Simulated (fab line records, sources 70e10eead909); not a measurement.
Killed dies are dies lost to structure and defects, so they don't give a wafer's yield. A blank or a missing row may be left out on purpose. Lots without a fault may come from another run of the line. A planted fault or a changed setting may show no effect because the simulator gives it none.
Tool commonality check | flow nand_harc | 12 lots, 42 wafers sampled

WHY IT WAS OPENED
At NHARC_A_ONON_D1_THK_MEAS_34 the reading thk_nm is flagged on 2 of 12 lots. Wafers without a fault read 199.4 nm, standard deviation 2.7.
Rule: a lot is flagged when every wafer of it that has a number lies more than 4 standard deviations from that mean, or none has a number. The other lots count as sound.

lot  | measured     | on            | thk_nm (nm), wafer by wafer         | flag
L490 | day 8 01:21  | film_metro-02 | 203.8 198.5 203.5                   |
L493 | day 8 21:27  | film_metro-01 | 200.8 197.4 198.4                   |
L492 | day 8 21:28  | film_metro-02 | 199.6 203.5 200.9                   |
L499 | day 10 11:47 | film_metro-02 | 291.7 294.0 292.9 291.5 292.0 293.5 | FLAGGED
L504 | day 11 10:36 | film_metro-02 | 194.8 196.5 201.0                   |
L502 | day 11 10:46 | film_metro-02 | 283.7 286.2 291.4 287.8 286.4 291.8 | FLAGGED
L505 | day 11 18:01 | film_metro-02 | 200.8 199.3 199.7                   |
L506 | day 11 18:02 | film_metro-01 | 196.8 200.3 198.9                   |
L510 | day 13 05:56 | film_metro-01 | 196.4 198.1 200.8                   |
L512 | day 13 06:23 | film_metro-01 | 194.2 199.1 199.0                   |
L511 | day 13 06:40 | film_metro-01 | 197.1 200.2 199.3                   |
L513 | day 14 05:21 | film_metro-01 | 200.4 199.1 204.0                   |
The numbers of the flagged lots are 290.2 nm on average: +90.8 nm against the usual, or +34 standard deviations.

WHICH TOOL RAN EACH LOT
The record holds 1 process step before the reading, out of a route of 1159 steps. In each cell: the tool, then ch and the chambers that the sampled wafers went through, then the start.
lot  | flag    | NHARC_A_ONON_D1_DEP_33
L490 |         | pecvd-01 ch 0,1,2, day 8 01:04
L493 |         | pecvd-01 ch 0,1,2, day 8 21:05
L492 |         | pecvd-02 ch 0,2, day 8 21:08
L499 | FLAGGED | pecvd-01 ch 0,1,2, day 10 11:30
L504 |         | pecvd-03 ch 1,2, day 11 10:11
L502 | FLAGGED | pecvd-01 ch 0,1,2, day 11 10:24
L505 |         | pecvd-03 ch 0,1,2, day 11 17:43
L506 |         | pecvd-02 ch 0,1,2, day 11 17:38
L510 |         | pecvd-02 ch 0,1, day 13 05:31
L512 |         | pecvd-02 ch 0,2, day 13 05:58
L511 |         | pecvd-02 ch 0,1,2, day 13 06:17
L513 |         | pecvd-03 ch 0,2, day 14 04:56
What these steps do:
- NHARC_A_ONON_D1_DEP_33: deposits SiO2, target thk 200 nm.
- NHARC_A_ONON_D1_THK_MEAS_34: measures by ellipsometry.

FLAGGED OVER TOTAL, TOOL BY TOOL (the gauges that took the reading come last)
step                        | tool          | lots run | flagged | share of the flagged lots | sound lots run after its first flagged lot
NHARC_A_ONON_D1_DEP_33      | pecvd-01      | 4        | 2       | all                       | 0
NHARC_A_ONON_D1_DEP_33      | pecvd-02      | 5        | 0       | none                      | -
NHARC_A_ONON_D1_DEP_33      | pecvd-03      | 3        | 0       | none                      | -
NHARC_A_ONON_D1_THK_MEAS_34 | film_metro-01 | 6        | 0       | none                      | -
NHARC_A_ONON_D1_THK_MEAS_34 | film_metro-02 | 6        | 2       | all                       | 2 (L504,L505)

WHAT THE TABLE ALLOWS
2 rows of the table ran every flagged lot: pecvd-01 at NHARC_A_ONON_D1_DEP_33, film_metro-02 at NHARC_A_ONON_D1_THK_MEAS_34.
- pecvd-01 at NHARC_A_ONON_D1_DEP_33: 2 of its 4 lots flagged. Its last sound lot is L493 (day 8 21:05), its first flagged lot L499 (day 10 11:30): a fault that began between those two fits. Its own readings lie more than 4 standard deviations out on every wafer of the flagged lots: mfc_precursor_sccm.
- film_metro-02 at NHARC_A_ONON_D1_THK_MEAS_34: 2 of its 6 lots flagged. Sound lots ran on it after the first flagged one (L504, L505), which a lasting fault on the whole tool wouldn't allow.
One tool is left: pecvd-01 at NHARC_A_ONON_D1_DEP_33.

WHAT THE SIMULATOR HAD PUT IN
Process parameter drift: pecvd-01, from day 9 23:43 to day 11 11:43, at NHARC_A_ONON_D1_DEP_33. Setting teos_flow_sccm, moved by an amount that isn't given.
Lots struck among those shown: L499, L502. The rule above found the same.
